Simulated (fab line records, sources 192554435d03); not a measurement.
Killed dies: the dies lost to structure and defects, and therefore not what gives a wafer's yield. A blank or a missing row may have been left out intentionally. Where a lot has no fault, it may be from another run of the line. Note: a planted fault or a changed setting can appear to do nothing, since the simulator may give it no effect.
fab line records    flow n5-finfet
record lots=7  wafers=21
route steps=1938 shown ZERO_LAYER@6 PMOS_HMC_CHANNEL_EPI@63 FIN_SAQP@125 FIN_CUT@156 DUMMY_GATE@243
start-h: the number of hours between the record's first day and the start of the first shown wafer of the lot    wait-h: hours elapsed since this lot's preceding step    " unchanged from the row above    L1.1+2: one row covering several wafers at once    - no value, or no start given    * or withheld: withheld    < > ~ a bound
route shown NAME@n: names a module that has steps shown in the file, with the first one's number in the route    usual: average and standard deviation across the fault-free wafers    same: alike in all rows    chamber/n: place in a boat    sites: each site's reading    _std_site: the values' standard deviation    _edge_site: the outer-site mean with the inner-site mean subtracted    radius-mm: how far each site lies from the wafer's centre    mask NAME#n: copy n    behind: tool/chamber where the wafer was last shaped    hold: cause of the lot's hold/its duration in hours/its outcome    device: which transistor (n, p or np) failed to switch    end of line: the same wafers' tests at the end of the route    a step without rows: its recipe alone    killed: the dies lost at the first sort to structure and to defects; this is not the yield of the wafer    map: per-die view of a wafer (x killed, . not killed, _ where there is no die)
set.NAME: the run value of the setting; set.NAME@STEP: its run value at that earlier step    model.NAME: the simulator's own value behind a step, which no gauge read
one table per step and one row per wafer, for lots whose settings were changed on purpose
## steps
# step N5_ZERO_LAYER_COAT_05
# recipe spin-rpm=1500  resist-thk-nm=1000
lot.wafer  tool            chamber  start-h  wait-h  set.spin-rpm  model.coat_of_ZERO_LAYER_COAT_05.thk-nm
L074.1     litho-track-05  0        -        -       1355          1057
L074.3     "               0        "        "       1500          1005
L074.6     "               0        "        "       1500          1002
L080.2     litho-track-05  0        -        -       1500          1000
L080.3     "               0        "        "       1500          1002
L080.5     "               0        "        "       1500          1004
L089.2+6   litho-track-04  0        -        -       1500          1003
L089.4     "               0        "        "       1500          998.8
L091.3     litho-track-03  0        -        -       1500          999.7
L091.4+5   "               0        "        "       1500          1000
L092.3     litho-track-04  0        -        -       1500          1006
L092.4     "               0        "        "       1656          955.9
L092.6     "               0        "        "       1656          952
L093.1     litho-track-04  0        -        -       1500          998
L093.4     "               0        "        "       1500          1001
L093.5     "               0        "        "       1500          998.3
L097.1     litho-track-04  0        -        -       1396          1037
L097.4     "               0        "        "       1500          999.2
L097.5     "               0        "        "       1396          1033
# step N5_ZERO_LAYER_EXPOSE_08
# recipe mask-id=ZERO  na=0.55  source-shape=conventional  sigma-outer=0.8  polarization=unpolarized  defocus-nm=0  target-cd-nm=2000  dose-mj=16.2
lot.wafer   tool            chamber  start-h  wait-h  mask    set.dose-mj
L074.1      krf-scanner-01  0        12.46    -       ZERO#0  16.2
L074.3+6    "               0        "        "       ZERO#0  17.15
L080.2+3+5  krf-scanner-01  0        48.51    -       ZERO#0  16.2
L089.2      krf-scanner-01  0        102.47   -       ZERO#0  16.2
L089.4+6    "               0        "        "       ZERO#0  16.89
L091.3+4+5  krf-scanner-01  0        114.60   -       ZERO#0  16.2
L092.3+4+6  krf-scanner-01  0        120.48   -       ZERO#0  16.2
L093.1      krf-scanner-02  0        126.60   -       ZERO#0  16.2
L093.4+5    "               0        "        "       ZERO#0  15.77
L097.1+4    krf-scanner-01  0        150.46   -       ZERO#0  16.2
L097.5      "               0        "        "       ZERO#0  16.59
# step N5_ZERO_LAYER_PEB_09
# recipe peb-temp-c=withheld  peb-time-s=*
# step N5_ZERO_LAYER_DEVELOP_10
# recipe develop-time-s=60  rinse-liquid=diw  dry=air-spin  dev-temp-c=21
# step N5_ZERO_LAYER_DESCUM_16
# recipe chemistry=O2  time-s=7.9  source-power-w=50  bias-power-w=20  pressure-mtorr=20  rf-frequency-hz=2.712e+07  temp-c=40  o2-flow-sccm=225
# step N5_ZERO_LAYER_ETCH_17
# recipe chemistry=CF4  target=SiO2  target-depth-a=120  time-s=13.3  ion-energy-ev=350  pressure-mtorr=40  source-w=450  bias-w=215  Ar_flow_sccm=100  cf4-flow-sccm=100
lot.wafer  tool         chamber  start-h  wait-h  set.spin-rpm@ZERO_LAYER_COAT_05  model.coat_of_ZERO_LAYER_COAT_05.thk-nm
L074.1     rie-diel-05  3        12.71    0.0     1355                             1027
L074.3     "            0        "        "       1500                             975.8
L074.6     "            1        "        "       1500                             972.6
L080.2     rie-diel-04  0        48.87    0.0     1500                             970.3
L080.3     "            2        "        "       1500                             973.2
L080.5     "            0        "        "       1500                             973.3
L089.2     rie-diel-05  2        103.05   0.0     1500                             973.6
L089.4     "            3        "        "       1500                             968.7
L089.6     "            2        "        "       1500                             973.5
L091.3     rie-diel-04  3        114.84   0.0     1500                             970.3
L091.4     "            2        "        "       1500                             971.2
L091.5     "            3        "        "       1500                             970.6
L092.3     rie-diel-05  0        121.21   0.0     1500                             977.2
L092.4     "            1        "        "       1656                             926.1
L092.6     "            3        "        "       1656                             921.9
L093.1     rie-diel-01  3        127.03   0.0     1500                             968.8
L093.4     "            2        "        "       1500                             971.2
L093.5     "            1        "        "       1500                             968.7
L097.1     rie-diel-01  2        150.71   0.0     1396                             1007
L097.4     "            2        "        "       1500                             969.6
L097.5     "            1        "        "       1396                             1004
# step N5_ZERO_LAYER_ETCH_18
# recipe chemistry=HBr/Cl2  target=Si  target-depth-a=1200  time-s=40  pressure-mtorr=10  icp-w=800  bias-w=75  HBr_flow_sccm=150  Cl2_flow_sccm=80
# step N5_ZERO_LAYER_STRIP_24
# recipe chemistry=O2  power-w=1000  temp-c=250  overash-fraction=0.3  pressure-mtorr=1000  o2-flow-sccm=6750
# usual strip-time-to-endpoint-s=43.88/0.088
lot.wafer  tool             chamber  start-h  wait-h  set.spin-rpm@ZERO_LAYER_COAT_05  strip-time-to-endpoint-s
L074.1     plasma-asher-01  0        12.95    0.1     1355                             45.55
L074.3     "                0        "        "       1500                             44.03
L074.6     "                1        "        "       1500                             43.93
L080.2     plasma-asher-02  1        49.05    0.1     1500                             43.85
L080.3     "                0        "        "       1500                             43.91
L080.5     "                1        "        "       1500                             43.91
L089.2     plasma-asher-02  0        103.22   0.1     1500                             43.95
L089.4     "                1        "        "       1500                             43.76
L089.6     "                0        "        "       1500                             43.92
L091.3     plasma-asher-02  1        115.04   0.1     1500                             43.88
L091.4     "                0        "        "       1500                             43.91
L091.5     "                1        "        "       1500                             43.82
L092.3     plasma-asher-01  0        121.41   0.1     1500                             44.04
L092.4     "                1        "        "       1656                             42.51
L092.6     "                0        "        "       1656                             42.36
L093.1     plasma-asher-02  0        127.21   0.1     1500                             43.78
L093.4     "                0        "        "       1500                             43.92
L093.5     "                1        "        "       1500                             43.84
L097.1     plasma-asher-01  0        150.94   0.1     1396                             44.92
L097.4     "                0        "        "       1500                             43.83
L097.5     "                0        "        "       1396                             44.82
# step N5_PMOS_HMC_CHANNEL_EPI_PEB_07
# recipe peb-temp-c=110  peb-time-s=60  resist=CAR-ArF-block
lot.wafer   tool            chamber  start-h  wait-h  set.peb-temp-c
L074.1+6    litho-track-04  0        17.22    0.1     110
L074.3      "               0        "        "       112.2
L080.2+3+5  litho-track-02  0        53.24    0.0     110
L089.2+6    litho-track-04  0        107.36   0.0     110
L089.4      "               0        "        "       106.3
L091.3+5    litho-track-03  0        119.18   0.0     110
L091.4      "               0        "        "       113.5
L092.3+4+6  litho-track-02  0        125.19   0.0     110
L093.1      litho-track-02  0        131.54   0.1     108.7
L093.4+5    "               0        "        "       110
L097.1+5    litho-track-04  0        155.43   0.1     110
L097.4      "               0        "        "       107.4
# step N5_PMOS_HMC_CHANNEL_EPI_DEVELOP_08
# recipe develop-time-s=30  developer=TMAH  resist=CAR-ArF-block  dev-temp-c=23  rinse-liquid=diw  dry=air-spin
lot.wafer   tool            chamber  start-h  wait-h  set.develop-time-s
L074.1+3+6  litho-track-04  0        -        -       25.5
L080.2+3+5  litho-track-02  0        -        -       30
L089.2+4    litho-track-04  0        -        -       30
L089.6      "               0        "        "       26.15
L091.3      litho-track-03  0        -        -       36.54
L091.4+5    "               0        "        "       30
L092.3+4    litho-track-02  0        -        -       33.33
L092.6      "               0        "        "       30
L093.1+5    litho-track-02  0        -        -       30
L093.4      "               0        "        "       23.26
L097.1      litho-track-04  0        -        -       30
L097.4+5    "               0        "        "       32.17
# step N5_PMOS_HMC_CHANNEL_EPI_CD_MEAS_09
# recipe target-cd-nm=237.4  landing-energy-ev=500  detector=se-inlens
# usual cd-nm=236.8/1.3
lot.wafer  tool       chamber  start-h  wait-h  set.peb-temp-c@PMOS_HMC_CHANNEL_EPI_PEB_07  cd-nm
L074.1     cd-sem-01  0        17.29    -       110                                         237.2
L074.3     "          0        "        "       112.2                                       242.7
L074.6     "          0        "        "       110                                         235.9
L080.2     cd-sem-03  0        53.30    -       110                                         234.4
L080.3     "          0        "        "       110                                         234.9
L080.5     "          0        "        "       110                                         234.5
L089.2     cd-sem-03  0        107.43   -       110                                         237.6
L089.4     "          0        "        "       106.3                                       226.6
L089.6     "          0        "        "       110                                         237.8
L091.3     cd-sem-02  0        119.24   -       110                                         238.3
L091.4     "          0        "        "       113.5                                       246.3
L091.5     "          0        "        "       110                                         236.9
L092.3     cd-sem-03  0        125.26   -       110                                         235.4
L092.4     "          0        "        "       110                                         235.7
L092.6     "          0        "        "       110                                         235.6
L093.1     cd-sem-02  0        131.61   -       108.7                                       230.5
L093.4     "          0        "        "       110                                         232.3
L093.5     "          0        "        "       110                                         234.9
L097.1     cd-sem-01  0        155.50   -       110                                         238.2
L097.4     "          0        "        "       107.4                                       230.0
L097.5     "          0        "        "       110                                         239.3
# step N5_PMOS_HMC_CHANNEL_EPI_DESCUM_14
# recipe chemistry=O2  time-s=7.9  source-power-w=50  bias-power-w=20  pressure-mtorr=20  rf-frequency-hz=2.712e+07  temp-c=40  resist=CAR-ArF-block  o2-flow-sccm=225
lot.wafer  tool         chamber  start-h  wait-h  set.peb-temp-c@PMOS_HMC_CHANNEL_EPI_PEB_07  model.PMOS_HMC_CHANNEL_EPI.cd-nm
L074.1     rie-diel-05  2        17.37    0.0     110                                         237.2
L074.3     "            1        "        "       112.2                                       242.8
L074.6     "            2        "        "       110                                         236.3
L080.2     rie-diel-01  3        53.45    0.1     110                                         234.5
L080.3     "            0        "        "       110                                         235.4
L080.5     "            2        "        "       110                                         234.4
L089.2     rie-diel-04  0        107.52   0.0     110                                         237.9
L089.4     "            3        "        "       106.3                                       226.3
L089.6     "            2        "        "       110                                         237.6
L091.3     rie-diel-05  3        119.33   0.0     110                                         238
L091.4     "            0        "        "       113.5                                       246.2
L091.5     "            1        "        "       110                                         236.8
L092.3     rie-diel-01  2        125.35   0.0     110                                         235.3
L092.4     "            2        "        "       110                                         236
L092.6     "            1        "        "       110                                         236.2
L093.1     rie-diel-01  3        131.71   0.0     108.7                                       230.3
L093.4     "            1        "        "       110                                         232.5
L093.5     "            2        "        "       110                                         234.7
L097.1     rie-diel-04  1        155.62   0.1     110                                         238.5
L097.4     "            2        "        "       107.4                                       229.7
L097.5     "            2        "        "       110                                         239
# step N5_PMOS_HMC_CHANNEL_EPI_ETCH_32
# recipe chemistry=N2/H2  target=BARC  stop-on=SiO2  target-depth-a=858  over-etch-frac=0.3  time-s=50.3  ion-energy-ev=200  mask-material=CAR-ArF-block  pressure-mtorr=30  source-w=840  bias-w=150  n2-flow-sccm=200  h2-flow-sccm=200
lot.wafer  tool         chamber  start-h  wait-h  set.peb-temp-c@PMOS_HMC_CHANNEL_EPI_PEB_07  model.PMOS_HMC_CHANNEL_EPI.cd-nm
L074.1     rie-diel-05  2        17.41    0.0     110                                         239.1
L074.3     "            1        "        "       112.2                                       246.2
L074.6     "            2        "        "       110                                         237.9
L080.2     rie-diel-01  3        53.48    0.0     110                                         235.6
L080.3     "            0        "        "       110                                         237.4
L080.5     "            2        "        "       110                                         236.7
L089.2     rie-diel-04  0        107.55   0.0     110                                         241.4
L089.4     "            3        "        "       106.3                                       227.7
L089.6     "            2        "        "       110                                         238.9
L091.3     rie-diel-05  3        119.36   0.0     110                                         241
L091.4     "            0        "        "       113.5                                       248.4
L091.5     "            1        "        "       110                                         240.7
L092.3     rie-diel-01  2        125.38   0.0     110                                         237.4
L092.4     "            2        "        "       110                                         238
L092.6     "            1        "        "       110                                         237.5
L093.1     rie-diel-01  3        131.74   0.0     108.7                                       231.3
L093.4     "            1        "        "       110                                         234.3
L093.5     "            2        "        "       110                                         236.9
L097.1     rie-diel-04  1        155.65   0.0     110                                         241.7
L097.4     "            2        "        "       107.4                                       232.7
L097.5     "            2        "        "       110                                         241.5
# step N5_FIN_SAQP_SPACER1_ALD_24
# recipe material=SiO2  target-thk-a=203  temp-c=300  ald-precursor-family=BDEAS  ald-co-reactant=O2-plasma  pulse-time-s=1  purge-time-s=2  co-reactant-purge-time-s=2  ald-cycles=218  pressure-torr=2
lot.wafer   tool        chamber  start-h  wait-h  set.temp-c  model.SiO2_of_FIN_SAQP_SPACER1_ALD_24.thk-nm
L074.1      ald-sin-02  1        23.53    0.3     304         20.2
L074.3      "           0        "        "       300         20.4
L074.6      "           1        "        "       300         20.2
L080.2+3    ald-sin-04  1,2      59.02    0.3     300         20.4
L080.5      "           3        "        "       300         20.2
L089.2      ald-sin-02  3        113.19   0.3     300         20.4
L089.4      "           1        "        "       311.8       19.8
L089.6      "           1        "        "       300         20.2
L091.3+4+5  ald-sin-04  1,3,0    124.95   0.2     300         20.4
L092.3      ald-sin-04  2        130.62   0.1     310.1       20.2
L092.4      "           0        "        "       300         20.4
L092.6      "           2        "        "       310.1       20
L093.1      ald-sin-01  1        137.75   0.3     300         20.4
L093.4      "           2        "        "       300         20.2
L093.5      "           1        "        "       295.1       20.6
L097.1      ald-sin-04  1        161.58   0.3     291.2       21
L097.4+5    "           0,1      "        "       300         20.4
# step N5_FIN_SAQP_ETCH_65
# recipe chemistry=CF4  target=SiO2  target-depth-a=40  ion-energy-ev=350  time-s=4.4  pressure-mtorr=10  icp-w=800  bias-w=400  cf4-flow-sccm=80
lot.wafer  tool       chamber  start-h  wait-h  set.time-s  model.etch.depth-nm
L074.1     rie-si-05  2        24.60    0.1     3.896       3.522
L074.3     "          1        "        "       3.896       3.638
L074.6     "          2        "        "       4.4         3.933
L080.2     rie-si-06  1        60.09    0.1     4.4         4.019
L080.3     "          3        "        "       4.4         3.907
L080.5     "          1        "        "       4.4         4.002
L089.2     rie-si-05  1        114.57   0.1     4.4         4.084
L089.4     "          3        "        "       3.692       3.398
L089.6     "          2        "        "       3.692       3.33
L091.3     rie-si-06  2        126.03   0.1     3.926       3.603
L091.4     "          3        "        "       3.926       3.512
L091.5     "          1        "        "       4.4         4.037
L092.3     rie-si-05  2        131.69   0.1     4.934       4.37
L092.4     "          0        "        "       4.4         4.004
L092.6     "          2        "        "       4.4         3.912
L093.1     rie-si-04  2        138.83   0.1     4.4         3.857
L093.4     "          3        "        "       4.4         3.969
L093.5     "          2        "        "       4.4         3.824
L097.1     rie-si-04  0        162.72   0.1     4.4         3.833
L097.4     "          2        "        "       4.4         3.789
L097.5     "          0        "        "       4.4         3.84
# step N5_FIN_CUT_COAT_29
# recipe resist=underlayer  temp-c=205  time-s=60  spin-rpm=1500  resist-thk-nm=10
lot.wafer   tool            chamber  start-h  wait-h  set.spin-rpm  model.underlayer_of_FIN_CUT_COAT_29.thk-nm
L074.1      litho-track-02  0        -        -       1500          10
L074.3+6    "               0        "        "       1441          10.2
L080.2+3+5  litho-track-02  0        -        -       1500          10
L089.2+4    litho-track-01  0        -        -       1500          10
L089.6      "               0        "        "       1553          9.8
L091.3      litho-track-01  0        -        -       1365          10.4
L091.4+5    "               0        "        "       1500          10
L092.3      litho-track-01  0        -        -       1500          10
L092.4+6    "               0        "        "       1406          10.4
L093.1+4+5  litho-track-03  0        -        -       1500          10
L097.1+4    litho-track-02  0        -        -       1500          10
L097.5      "               0        "        "       1411          10.4
# step N5_FIN_CUT_COAT_02
# recipe resist=CAR-EUV  spin-rpm=1500  resist-thk-nm=30
lot.wafer   tool            chamber  start-h  wait-h  set.spin-rpm  model.CAR-EUV_of_FIN_CUT_COAT_02.thk-nm
L074.1+3+6  litho-track-02  0        -        -       1630          28.8
L080.2+3+5  litho-track-02  0        -        -       1500          30
L089.2+4    litho-track-01  0        -        -       1350          31.6
L089.6      "               0        "        "       1500          30.2
L091.3      litho-track-01  0        -        -       1500          30
L091.4+5    "               0        "        "       1659          28.6
L092.3+6    litho-track-01  0        -        -       1346          31.8
L092.4      "               0        "        "       1500          30
L093.1      litho-track-03  0        -        -       1392          31.4
L093.4+5    "               0        "        "       1500          30
L097.1+5    litho-track-02  0        -        -       1500          30
L097.4      "               0        "        "       1500          30.2
# step N5_FIN_CUT_EBR_04
# recipe solvent=PGMEA  ebr-width-mm=1.5
# step N5_FIN_CUT_SOFTBAKE_03
# recipe temp-c=110  time-s=60  resist=CAR-EUV
# step N5_FIN_CUT_EXPOSE_05
# recipe mask-id=FIN_CUT  na=0.33  source-shape=annular  sigma-inner=0.35  sigma-outer=0.8  polarization=unpolarized  dose-mj=45.75
# step N5_FIN_CUT_PEB_06
# recipe peb-temp-c=100  peb-time-s=60  resist=CAR-EUV
# step N5_FIN_CUT_DEVELOP_07
# recipe develop-time-s=30  developer=TMAH  resist=CAR-EUV  rinse-liquid=surfactant-rinse  dry=air-spin  dev-temp-c=23
lot.wafer   tool            chamber  start-h  wait-h  set.spin-rpm@FIN_CUT_COAT_02  model.CAR-EUV_of_FIN_CUT_COAT_02.thk-nm
L074.1+3+6  litho-track-01  0        -        -       1630                          28.4
L080.2+3+5  litho-track-02  0        -        -       1500                          29.6
L089.2+4    litho-track-01  0        -        -       1350                          31.2
L089.6      "               0        "        "       1500                          29.6
L091.3      litho-track-03  0        -        -       1500                          29.6
L091.4+5    "               0        "        "       1659                          28
L092.3+6    litho-track-02  0        -        -       1346                          31.2
L092.4      "               0        "        "       1500                          29.6
L093.1      litho-track-02  0        -        -       1392                          30.8
L093.4+5    "               0        "        "       1500                          29.6
L097.1+5    litho-track-03  0        -        -       1500                          29.6
L097.4      "               0        "        "       1500                          29.8
# step N5_FIN_CUT_DESCUM_13
# recipe chemistry=O2  time-s=7  source-power-w=50  bias-power-w=20  pressure-mtorr=20  rf-frequency-hz=2.712e+07  temp-c=40  resist=CAR-EUV  o2-flow-sccm=225
# step N5_FIN_CUT_ETCH_30
# recipe chemistry=N2/H2  target=underlayer  target-depth-a=130  mask-material=CAR-EUV  time-s=10.4  ion-energy-ev=200  pressure-mtorr=30  source-w=840  bias-w=150  n2-flow-sccm=200  h2-flow-sccm=200  ends=cleared
lot.wafer  tool         chamber  start-h  wait-h  set.spin-rpm@FIN_CUT_COAT_29  set.spin-rpm@FIN_CUT_COAT_02  model.etch.depth-nm  model.CAR-EUV_of_FIN_CUT_COAT_02.thk-nm
L074.1     rie-diel-04  1        27.32    0.0     1500                          1630                          9.978                13.4
L074.3     "            3        "        "       1441                          1630                          10.2                 13.2
L074.6     "            0        "        "       1441                          1630                          10.21                13.2
L080.2     rie-diel-01  2        62.86    0.0     1500                          1500                          10                   14.6
L080.3     "            3        "        "       1500                          1500                          9.99                 14.8
L080.5     "            2        "        "       1500                          1500                          9.991                14.6
L089.2     rie-diel-01  1        117.63   0.0     1500                          1350                          10.03                16.2
L089.4     "            2        "        "       1500                          1350                          10.01                16.2
L089.6     "            1        "        "       1553                          1500                          9.847                14.8
L091.3     rie-diel-04  1        128.59   0.0     1365                          1500                          10.49                14.2
L091.4     "            3        "        "       1500                          1659                          9.983                13.2
L091.5     "            1        "        "       1500                          1659                          10                   13.2
L092.3     rie-diel-04  3        134.24   0.0     1500                          1346                          10.03                16.4
L092.4     "            3        "        "       1406                          1500                          10.33                14.4
L092.6     "            0        "        "       1406                          1346                          10.4                 15.8
L093.1     rie-diel-05  2        141.70   0.0     1500                          1392                          10.04                16
L093.4     "            3        "        "       1500                          1500                          10.06                14.6
L093.5     "            2        "        "       1500                          1500                          10.06                14.8
L097.1     rie-diel-05  1        165.57   0.0     1500                          1500                          10.02                14.6
L097.4     "            2        "        "       1500                          1500                          10.04                14.8
L097.5     "            2        "        "       1411                          1500                          10.37                14.4
# step N5_FIN_CUT_ETCH_20
# recipe chemistry=CF4  target=SiARC  target-depth-a=260  mask-material=CAR-EUV  time-s=43.3  ion-energy-ev=80  pressure-mtorr=40  source-w=545  bias-w=36  Ar_flow_sccm=100  cf4-flow-sccm=100  ends=cleared
lot.wafer   tool         chamber  start-h  wait-h  set.spin-rpm@FIN_CUT_COAT_29  model.underlayer_of_FIN_CUT_COAT_29.thk-nm
L074.1      rie-diel-04  1        27.34    0.0     1500                          9.2
L074.3+6    "            3,0      "        "       1441                          9.4
L080.2+3+5  rie-diel-01  2,3,2    62.88    0.0     1500                          9.2
L089.2      rie-diel-01  1        117.65   0.0     1500                          9.4
L089.4      "            2        "        "       1500                          9.2
L089.6      "            1        "        "       1553                          9.2
L091.3      rie-diel-04  1        128.61   0.0     1365                          9.8
L091.4+5    "            3,1      "        "       1500                          9.2
L092.3      rie-diel-04  3        134.26   0.0     1500                          9.4
L092.4+6    "            3,0      "        "       1406                          9.6
L093.1+4+5  rie-diel-05  2,3,2    141.72   0.0     1500                          9.4
L097.1+4    rie-diel-05  1,2      165.59   0.0     1500                          9.4
L097.5      "            2        "        "       1411                          9.6
# step N5_DUMMY_GATE_ETCH_31
# recipe chemistry=C4F6/O2  target=SiO2  mask-material=SOC  target-depth-a=825  time-s=27.5  ion-energy-ev=250  pressure-mtorr=30  source-w=345  bias-w=185  Ar_flow_sccm=300  C4F6_flow_sccm=10  O2_flow_sccm=10
lot.wafer  tool         chamber  start-h  wait-h  set.target-depth-a  model.etch.depth-nm  model.SOC_of_DUMMY_GATE_COAT_34.thk-nm
L074.1     rie-diel-05  3        46.50    0.0     825                 82.54                51.8
L074.3     "            2        "        "       897.2               90.45                51
L074.6     "            0        "        "       897.2               86.27                51.4
L080.2     rie-diel-01  3        82.47    0.1     825                 81.28                51.6
L080.3     "            1        "        "       825                 82.18                51.6
L080.5     "            1        "        "       825                 81.95                51.8
L089.2     rie-diel-05  2        138.05   0.0     825                 82.66                51.6
L089.4     "            2        "        "       825                 82.87                51.6
L089.6     "            3        "        "       766.7               76.51                52.4
L091.3     rie-diel-05  1        147.40   0.0     825                 82.26                51.6
L091.4     "            3        "        "       825                 82.11                51.8
L091.5     "            2        "        "       905.8               90.7                 50.8
L092.3     rie-diel-01  2        153.22   0.0     825                 81.94                51.6
L092.4     "            2        "        "       825                 82.32                51.6
L092.6     "            1        "        "       916.1               90.94                50.8
L093.1     rie-diel-04  3        161.56   0.0     764.3               75.16                52.6
L093.4     "            0        "        "       764.3               77.39                52.8
L093.5     "            1        "        "       825                 83.66                51.8
L097.1     rie-diel-04  1        184.44   0.0     825                 84.68                51.4
L097.4     "            0        "        "       825                 83.44                51.6
L097.5     "            1        "        "       825                 84.75                51.2
## key
split step=N5_ZERO_LAYER_COAT_05  setting=spin-rpm  stated=1500  by=wafer
response step=N5_ZERO_LAYER_COAT_05  reading=model.coat_of_ZERO_LAYER_COAT_05.thk-nm  change=-5.24  per=1%  r=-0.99
response step=N5_ZERO_LAYER_ETCH_17  reading=model.coat_of_ZERO_LAYER_COAT_05.thk-nm  change=-5.26  per=1%  r=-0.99
response step=N5_ZERO_LAYER_STRIP_24  reading=strip-time-to-endpoint-s  change=*  per=1%  r=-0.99
split step=N5_ZERO_LAYER_EXPOSE_08  setting=dose-mj  stated=16.2  by=wafer
response none clear
split step=N5_PMOS_HMC_CHANNEL_EPI_PEB_07  setting=peb-temp-c  stated=110  by=wafer
response step=N5_PMOS_HMC_CHANNEL_EPI_CD_MEAS_09  reading=cd-nm  change=+3.13  per=1%  r=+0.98
response step=N5_PMOS_HMC_CHANNEL_EPI_DESCUM_14  reading=model.PMOS_HMC_CHANNEL_EPI.cd-nm  change=+3.21  per=1%  r=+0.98
response step=N5_PMOS_HMC_CHANNEL_EPI_ETCH_32  reading=model.PMOS_HMC_CHANNEL_EPI.cd-nm  change=+3.31  per=1%  r=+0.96
split step=N5_PMOS_HMC_CHANNEL_EPI_DEVELOP_08  setting=develop-time-s  stated=30  by=wafer
response none clear
split step=N5_FIN_SAQP_SPACER1_ALD_24  setting=temp-c  stated=300  by=wafer
response step=N5_FIN_SAQP_SPACER1_ALD_24  reading=model.SiO2_of_FIN_SAQP_SPACER1_ALD_24.thk-nm  change=-0.134  per=1%  r=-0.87
split step=N5_FIN_SAQP_ETCH_65  setting=time-s  stated=4.4  by=wafer
response step=N5_FIN_SAQP_ETCH_65  reading=model.etch.depth-nm  change=+0.0395  per=1%  r=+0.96
split step=N5_FIN_CUT_COAT_29  setting=spin-rpm  stated=1500  by=wafer
response step=N5_FIN_CUT_COAT_29  reading=model.underlayer_of_FIN_CUT_COAT_29.thk-nm  change=-0.0544  per=1%  r=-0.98
response step=N5_FIN_CUT_ETCH_30  reading=model.etch.depth-nm  change=-0.055  per=1%  r=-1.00
response step=N5_FIN_CUT_ETCH_20  reading=model.underlayer_of_FIN_CUT_COAT_29.thk-nm  change=-0.049  per=1%  r=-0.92
response step=N5_FIN_CUT_ETCH_30  reading=model.CAR-EUV_of_FIN_CUT_COAT_02.thk-nm  slope=+0.0667  per=1%  together-with=spin-rpm@FIN_CUT_COAT_02  explained=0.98
split step=N5_FIN_CUT_COAT_02  setting=spin-rpm  stated=1500  by=wafer
response step=N5_FIN_CUT_COAT_02  reading=model.CAR-EUV_of_FIN_CUT_COAT_02.thk-nm  change=-0.155  per=1%  r=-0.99
response step=N5_FIN_CUT_DEVELOP_07  reading=model.CAR-EUV_of_FIN_CUT_COAT_02.thk-nm  change=-0.157  per=1%  r=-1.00
response step=N5_FIN_CUT_ETCH_30  reading=model.CAR-EUV_of_FIN_CUT_COAT_02.thk-nm  change=-0.139  per=1%  r=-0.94
split step=N5_DUMMY_GATE_ETCH_31  setting=target-depth-a  stated=825  by=wafer
response step=N5_DUMMY_GATE_ETCH_31  reading=model.etch.depth-nm  change=+0.829  per=1%  r=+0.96
response step=N5_DUMMY_GATE_ETCH_31  reading=model.SOC_of_DUMMY_GATE_COAT_34.thk-nm  change=-0.0883  per=1%  r=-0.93
